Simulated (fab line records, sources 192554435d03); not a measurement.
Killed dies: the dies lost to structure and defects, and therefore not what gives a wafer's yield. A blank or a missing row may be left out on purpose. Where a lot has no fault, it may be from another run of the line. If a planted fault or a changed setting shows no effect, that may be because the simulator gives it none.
The tool behind it: which one?	flow n5_finfet	21 lots with 63 wafers sampled at 6 steps, on a route of 1938 steps

## WHAT EACH GAUGE READ, for each wafer
N5_SPACER0_INSPECT_04: inspects for defects (darkfield). Usual: raw_defect_count 138, standard deviation 32.
lot	measured	on	raw_defect_count	flag
L074	day 2 23:52	defect_inspect-01	141 119 151	
L075	day 3 09:04	defect_inspect-01	107 118 116	
L076	day 3 15:48	defect_inspect-02	118 103 87	
L077	day 3 20:52	defect_inspect-01	132 162 140	
L078	day 4 02:21	defect_inspect-01	128 146 130	
L080	day 4 13:04	defect_inspect-01	123 172 155	
L081	day 4 20:30	defect_inspect-02	120 144 148	
L082	day 5 02:25	defect_inspect-02	195 170 196	
L083	day 5 07:22	defect_inspect-01	79 139 111	
L084	day 5 13:40	defect_inspect-02	128 137 148	
L085	day 5 21:59	defect_inspect-01	140 147 151	
L086	day 6 04:33	defect_inspect-01	124 110 154	
L087	day 6 07:40	defect_inspect-01	185 127 135	
L088	day 6 13:22	defect_inspect-02	115 111 154	
L089	day 6 18:37	defect_inspect-02	270 177 150	
L091	day 7 06:22	defect_inspect-02	131 109 119	
L092	day 7 12:29	defect_inspect-02	146 127 166	
L094	day 8 02:08	defect_inspect-01	183 164 122	
L095	day 8 07:26	defect_inspect-02	188 131 171	
L096	day 8 14:00	defect_inspect-01	114 126 140	
L097	day 8 17:02	defect_inspect-01	107 126 121	

N5_SD_EPI_P_OVL_MEAS_10. Usual: SD_P_BLK_OVL typically reads -0.2 nm, with standard deviation 0.74.
lot	measured	on	SD_P_BLK_OVL (nm)	flag
L074	day 3 04:34	overlay-01	-0.5 -2.2 -0.8	
L075	day 3 14:33	overlay-01	-0.5 0.0 -0.2	
L076	day 3 20:33	overlay-01	0.1 1.1 -0.6	
L077	day 4 02:06	overlay-01	-0.8 -2.0 -1.5	
L078	day 4 08:46	overlay-02	-0.4 -0.2 -1.5	
L080	day 4 17:58	overlay-01	0.8 0.5 -0.2	
L081	day 5 01:37	overlay-02	0.0 -0.4 0.4	
L082	day 5 07:02	overlay-02	-0.1 -1.1 -0.2	
L083	day 5 12:06	overlay-02	-0.2 0.6 -0.1	
L084	day 5 18:34	overlay-01	0.4 0.3 -1.2	
L085	day 6 02:43	overlay-02	0.0 -0.8 -0.7	
L086	day 6 09:27	overlay-02	0.9 0.9 0.3	
L087	day 6 12:30	overlay-01	0.1 0.2 0.4	
L088	day 6 18:16	overlay-02	-0.2 -0.9 -0.9	
L089	day 7 00:34	overlay-01	0.4 0.2 -0.3	
L091	day 7 12:13	overlay-02	-1.6 -0.4 -0.5	
L092	day 7 17:21	overlay-01	0.7 0.2 -1.0	
L094	day 8 06:52	overlay-01	1.1 0.9 -0.1	
L095	day 8 12:34	overlay-02	-0.2 -1.0 -0.2	
L096	day 8 19:55	overlay-02	0.7 1.1 -0.1	
L097	day 8 21:59	overlay-01	0.3 0.9 0.1	

## EACH LOT AND THE TOOL THAT RAN IT (in order: tool; ch and the chambers of the sampled wafers; start)
lot	N5_DUMMY_GATE_TRIM_49	N5_DUMMY_GATE_HM_OPEN_21	N5_DUMMY_GATE_ETCH_32	N5_SD_EPI_N_ETCH_35
L074	rie_si-06 ch 0,2, day 2 22:02	rie_diel-02 ch 2,3, day 2 22:33	rie_si-01 ch 1,2,3, day 2 22:43	rie_diel-06 ch 0,1, day 3 00:22
L075	rie_si-06 ch 2,3, day 3 07:32	rie_diel-03 ch 1,2,3, day 3 07:49	rie_si-01 ch 1,3, day 3 07:59	rie_diel-04 ch 1,2, day 3 09:31
L076	rie_si-02 ch 0,2, day 3 13:55	rie_diel-01 ch 2,3, day 3 14:12	rie_si-01 ch 1,3, day 3 14:22	rie_diel-05 ch 1,2,3, day 3 16:15
L077	rie_si-06 ch 0,1,2, day 3 19:07	rie_diel-03 ch 0,1,3, day 3 19:29	rie_si-01 ch 0,3, day 3 19:38	rie_diel-06 ch 1,2, day 3 21:27
L078	rie_si-02 ch 0,2, day 3 23:52	rie_diel-02 ch 2,3, day 4 00:10	rie_si-01 ch 0,1,3, day 4 00:20	rie_diel-05 ch 2,3, day 4 02:53
L080	rie_si-01 ch 0,1,3, day 4 10:43	rie_diel-01 ch 0,3, day 4 11:00	rie_si-02 ch 0,1,3, day 4 11:10	rie_diel-04 ch 0,1,2, day 4 13:32
L081	rie_si-02 ch 1,2,3, day 4 16:42	rie_diel-01 ch 0,3, day 4 16:59	rie_si-06 ch 0,2,3, day 4 17:08	rie_diel-05 ch 0,1, day 4 21:05
L082	rie_si-06 ch 0,2,3, day 4 23:20	rie_diel-02 ch 0,2, day 4 23:37	rie_si-02 ch 1,2,3, day 4 23:46	rie_diel-06 ch 0,1, day 5 02:53
L083	rie_si-06 ch 0,3, day 5 05:20	rie_diel-01 ch 0,1,3, day 5 05:55	rie_si-02 ch 0,1,2, day 5 06:04	rie_diel-05 ch 1,3, day 5 07:56
L084	rie_si-02 ch 1,2,3, day 5 12:04	rie_diel-01 ch 1,2,3, day 5 12:22	rie_si-06 ch 1,2,3, day 5 12:31	rie_diel-04 ch 0,1,3, day 5 14:14
L085	rie_si-01 ch 0,1,3, day 5 20:24	rie_diel-01 ch 0,1,3, day 5 20:41	rie_si-02 ch 0,1, day 5 20:51	rie_diel-06 ch 1,3, day 5 22:26
L086	rie_si-06 ch 0,2,3, day 6 02:40	rie_diel-01 ch 1,2,3, day 6 02:56	rie_si-02 ch 0,1,3, day 6 03:06	rie_diel-04 ch 1,2, day 6 05:08
L087	rie_si-06 ch 1,2,3, day 6 06:04	rie_diel-02 ch 0,1,2, day 6 06:20	rie_si-06 ch 1,2,3, day 6 06:30	rie_diel-05 ch 0,2,3, day 6 08:13
L088	rie_si-02 ch 1,2, day 6 11:49	rie_diel-03 ch 0,1, day 6 12:08	rie_si-06 ch 0,1,3, day 6 12:17	rie_diel-05 ch 0,2, day 6 13:56
L089	rie_si-02 ch 0,3, day 6 16:43	rie_diel-03 ch 1,2, day 6 17:00	rie_si-06 ch 0,1, day 6 17:10	rie_diel-04 ch 1,2, day 6 19:11
L091	rie_si-01 ch 0,1, day 7 04:11	rie_diel-02 ch 0,2, day 7 04:35	rie_si-06 ch 0,2,3, day 7 04:45	rie_diel-04 ch 0,2, day 7 07:10
L092	rie_si-01 ch 0,1,3, day 7 10:53	rie_diel-02 ch 1,2,3, day 7 11:11	rie_si-06 ch 0,1,3, day 7 11:20	rie_diel-05 ch 0,1,3, day 7 13:04
L094	rie_si-02 ch 0,2, day 8 00:21	rie_diel-01 ch 0,1,3, day 8 00:38	rie_si-06 ch 0,3, day 8 00:47	rie_diel-06 ch 0,1,2, day 8 02:35
L095	rie_si-01 ch 0,1,2, day 8 05:35	rie_diel-03 ch 0,3, day 8 06:11	rie_si-06 ch 0,1,3, day 8 06:21	rie_diel-06 ch 1,2, day 8 08:01
L096	rie_si-02 ch 0,1,3, day 8 12:07	rie_diel-03 ch 0,2, day 8 12:24	rie_si-01 ch 1,2, day 8 12:34	rie_diel-06 ch 2,3, day 8 14:47
L097	rie_si-06 ch 0,2, day 8 15:19	rie_diel-03 ch 0,1, day 8 15:40	rie_si-01 ch 0,1, day 8 15:49	rie_diel-05 ch 2,3, day 8 17:37
- N5_DUMMY_GATE_TRIM_49: chemistry O2, time 29 s, target cd 14 nm.
- N5_DUMMY_GATE_HM_OPEN_21: chemistry CH3F/O2, target SiNx, target depth 120 nm, time 171.4 s.
- N5_DUMMY_GATE_ETCH_32: etches SiO2 in CF4, target depth 3.5 nm, time 3.9 s.
- N5_SD_EPI_N_ETCH_35: etches SOC in N2/H2, overetch 108 nm, time 486 s.

## WHAT THE TOOLS THEMSELVES READ (means of the sampled wafers that have a number; where no wafer has one, the mark that the record gives instead)
N5_DUMMY_GATE_TRIM_49. Usual: drypump_motor_current_A 5.9 A, standard deviation 0.46; he_backside_leak_sccm 2.8 sccm, standard deviation 0.4; oes_product_au 1.008 a.u., standard deviation 0.016; rf_fwd_power_W 298.2 W, standard deviation 0.97; temp_c 20.00 C, standard deviation 0.11; throttle_valve_pct 8.19 %, standard deviation 0.18.
lot	tool	drypump_motor_current_A (A)	he_backside_leak_sccm (sccm)	oes_product_au (a.u.)	rf_fwd_power_W (W)	temp_c (C)	throttle_valve_pct (%)	flag
L074	rie_si-06	6.1	3.0	0.998	298.6	19.96	8.34	
L075	rie_si-06	5.4	3.2	1.005	298.9	20.04	8.12	
L076	rie_si-02	5.5	2.9	1.001	298.9	20.00	8.15	
L077	rie_si-06	6.4	2.7	1.003	298.6	19.89	8.38	
L078	rie_si-02	5.6	3.2	1.010	297.7	19.94	8.21	
L080	rie_si-01	5.7	3.3	1.019	298.2	19.96	8.23	
L081	rie_si-02	6.1	2.8	1.008	297.6	19.94	8.05	
L082	rie_si-06	5.9	2.9	1.012	298.8	20.05	8.27	
L083	rie_si-06	6.2	2.6	1.033	298.7	20.14	8.34	
L084	rie_si-02	6.1	2.8	1.015	298.8	19.88	8.06	
L085	rie_si-01	5.7	2.7	1.013	298.3	20.06	8.22	
L086	rie_si-06	5.9	2.9	1.010	298.9	19.95	8.26	
L087	rie_si-06	5.9	2.9	0.998	298.0	20.00	8.22	
L088	rie_si-02	5.9	3.1	1.021	297.5	19.97	8.13	
L089	rie_si-02	5.8	2.7	0.993	298.1	19.89	8.08	
L091	rie_si-01	5.7	2.9	1.013	297.8	20.02	8.36	
L092	rie_si-01	5.7	2.9	1.014	298.8	20.05	8.23	
L094	rie_si-02	5.6	3.2	1.007	296.8	20.04	8.21	
L095	rie_si-01	5.8	2.7	1.012	298.8	20.06	8.27	
L096	rie_si-02	6.1	2.5	1.002	298.3	20.04	7.98	
L097	rie_si-06	6.1	3.1	0.988	298.4	20.03	8.35	

N5_DUMMY_GATE_HM_OPEN_21. Usual: drypump_motor_current_A 5.8 A (standard deviation 0.36); mfc_ar_sccm 150.0 sccm (standard deviation 0.44); oes_product_au 0.75 a.u. (standard deviation 0.054); rf_fwd_power_W 393.7 W (standard deviation 1.3); rf_vpp_V 301 V (standard deviation 10); showerhead_plenum_p_Torr 2.01 Torr (standard deviation 0.061); throttle_valve_pct 16.55 % (standard deviation 0.23).
lot	tool	drypump_motor_current_A (A)	mfc_ar_sccm (sccm)	oes_product_au (a.u.)	rf_fwd_power_W (W)	rf_vpp_V (V)	showerhead_plenum_p_Torr (Torr)	throttle_valve_pct (%)	flag
L074	rie_diel-02	5.3	150.5	0.82	394.0	302	2.04	16.20	
L075	rie_diel-03	6.0	149.9	0.76	395.0	294	1.98	16.64	
L076	rie_diel-01	5.7	149.7	0.76	393.5	307	2.00	16.43	
L077	rie_diel-03	5.9	150.0	0.76	393.8	299	2.04	16.54	
L078	rie_diel-02	5.2	150.1	0.77	394.1	303	2.02	16.42	
L080	rie_diel-01	5.6	149.7	0.72	394.2	307	2.01	16.44	
L081	rie_diel-01	5.5	149.8	0.74	394.3	304	2.02	16.49	
L082	rie_diel-02	5.5	149.5	0.73	392.0	297	2.02	16.71	
L083	rie_diel-01	5.6	149.8	0.73	393.4	300	2.02	16.57	
L084	rie_diel-01	5.7	150.0	0.76	393.1	301	2.00	16.54	
L085	rie_diel-01	5.6	150.2	0.73	394.4	301	2.02	16.57	
L086	rie_diel-01	5.7	150.1	0.76	393.7	302	2.00	16.55	
L087	rie_diel-02	5.7	150.4	0.81	393.7	296	2.00	16.56	
L088	rie_diel-03	5.9	149.6	0.74	393.6	311	2.09	16.58	
L089	rie_diel-03	6.1	150.0	0.72	394.3	299	1.97	16.78	
L091	rie_diel-02	5.5	149.8	0.71	393.3	296	2.01	16.73	
L092	rie_diel-02	5.4	150.0	0.82	393.6	303	2.01	16.30	
L094	rie_diel-01	5.5	149.9	0.72	394.1	301	2.02	16.61	
L095	rie_diel-03	5.7	150.1	0.72	392.5	304	2.03	16.49	
L096	rie_diel-03	5.9	150.6	0.70	393.0	302	1.95	16.70	
L097	rie_diel-03	6.0	149.6	0.74	392.9	307	2.09	16.71	

N5_DUMMY_GATE_ETCH_32. Usual: drypump_motor_current_A 6.0 A, standard deviation 0.47; he_backside_leak_sccm 2.8 sccm, standard deviation 0.38; oes_product_au 1.014 a.u., standard deviation 0.015; rf_fwd_power_W 789.1 W, standard deviation 2.9; throttle_valve_pct 22.0 %, standard deviation 0.34.
lot	tool	drypump_motor_current_A (A)	he_backside_leak_sccm (sccm)	oes_product_au (a.u.)	rf_fwd_power_W (W)	throttle_valve_pct (%)	flag
L074	rie_si-01	5.7	2.8	1.017	786.5	21.8	
L075	rie_si-01	5.6	2.8	1.026	789.2	21.9	
L076	rie_si-01	5.6	3.0	1.026	785.8	21.9	
L077	rie_si-01	5.9	2.7	1.031	786.5	21.8	
L078	rie_si-01	5.7	2.7	1.026	788.7	21.9	
L080	rie_si-02	6.1	2.5	0.998	791.7	21.6	
L081	rie_si-06	5.9	2.9	1.019	789.3	22.0	
L082	rie_si-02	6.1	2.7	1.009	787.6	21.7	
L083	rie_si-02	5.8	2.8	0.988	790.0	21.5	
L084	rie_si-06	5.9	2.9	1.012	790.6	22.1	
L085	rie_si-02	6.0	2.4	0.990	788.6	21.4	
L086	rie_si-02	6.1	2.4	0.997	787.9	21.6	
L087	rie_si-06	5.9	2.9	1.007	788.2	22.1	
L088	rie_si-06	6.2	2.6	1.028	789.3	22.2	
L089	rie_si-06	6.7	2.5	1.020	791.7	22.5	
L091	rie_si-06	5.9	2.9	1.009	787.4	22.0	
L092	rie_si-06	6.2	3.4	1.010	793.8	22.2	
L094	rie_si-06	6.2	2.6	1.025	791.6	22.2	
L095	rie_si-06	6.2	2.6	1.017	790.5	22.2	
L096	rie_si-01	5.7	2.9	1.027	791.3	22.0	
L097	rie_si-01	5.7	2.9	1.017	790.2	22.1	

N5_SD_EPI_N_ETCH_35. Usual: drypump_motor_current_A 5.6 A (standard deviation 0.48); oes_product_au 0.67 a.u. (standard deviation 0.056); rf_fwd_power_W 2996 W (standard deviation 9.8); rf_vpp_V 241.3 V (standard deviation 1.2); showerhead_plenum_p_Torr 2.58 Torr (standard deviation 0.077); temp_c 40.00 C (standard deviation 0.12); throttle_valve_pct 23.9 % (standard deviation 0.32).
lot	tool	drypump_motor_current_A (A)	oes_product_au (a.u.)	rf_fwd_power_W (W)	rf_vpp_V (V)	showerhead_plenum_p_Torr (Torr)	temp_c (C)	throttle_valve_pct (%)	flag
L074	rie_diel-06	5.9	0.71	3002	240.6	2.55	40.05	23.6	
L075	rie_diel-04	4.9	0.65	2998	241.4	2.63	40.00	24.3	
L076	rie_diel-05	5.7	0.68	2994	240.9	2.58	40.05	24.0	
L077	rie_diel-06	6.2	0.66	2998	241.2	2.56	39.92	23.6	
L078	rie_diel-05	5.9	0.67	2989	239.9	2.51	39.95	24.1	
L080	rie_diel-04	5.3	0.63	2999	241.5	2.58	40.01	24.1	
L081	rie_diel-05	5.5	0.66	3002	241.6	2.63	39.89	23.9	
L082	rie_diel-06	5.9	0.69	3000	240.9	2.54	39.92	23.6	
L083	rie_diel-05	5.3	0.64	3001	240.7	2.55	39.99	24.3	
L084	rie_diel-04	5.5	0.63	2982	240.2	2.54	39.96	23.8	
L085	rie_diel-06	6.0	0.65	3000	240.3	2.50	39.97	23.8	
L086	rie_diel-04	4.9	0.63	2989	241.7	2.61	40.11	24.3	
L087	rie_diel-05	6.0	0.68	2999	241.0	2.58	40.02	23.8	
L088	rie_diel-05	6.2	0.70	3001	242.3	2.65	39.87	23.5	
L089	rie_diel-04	4.9	0.63	2994	241.6	2.61	39.97	24.3	
L091	rie_diel-04	5.2	0.71	2998	242.1	2.58	40.00	24.2	
L092	rie_diel-05	5.6	0.72	2993	242.5	2.66	40.09	23.9	
L094	rie_diel-06	6.0	0.66	2998	240.6	2.57	39.94	23.7	
L095	rie_diel-06	6.1	0.66	2998	241.4	2.61	40.09	23.6	
L096	rie_diel-06	6.0	0.66	2998	242.3	2.62	40.01	23.8	
L097	rie_diel-05	5.9	0.79	2997	241.7	2.71	40.03	24.0	

## THE ANSWER, worked out from the rows above alone
Rule: a lot is off if the mean of its wafers that have a number lies more than 3 standard deviations from the usual mean. A lot without any number at a reading at which 4 lots or more have one is off too. The other lots that the step has rows for count as sound. First the gauges in route order, then the tools' own readings, where a lot's mean is used as printed above. At the first step where some lot is off, the reading lying furthest off is the one used; lots without a number count as furthest.
Across all readings shown, no lot is off: no conclusion can be drawn from this.

## WHAT THE SIMULATOR HAD INSERTED
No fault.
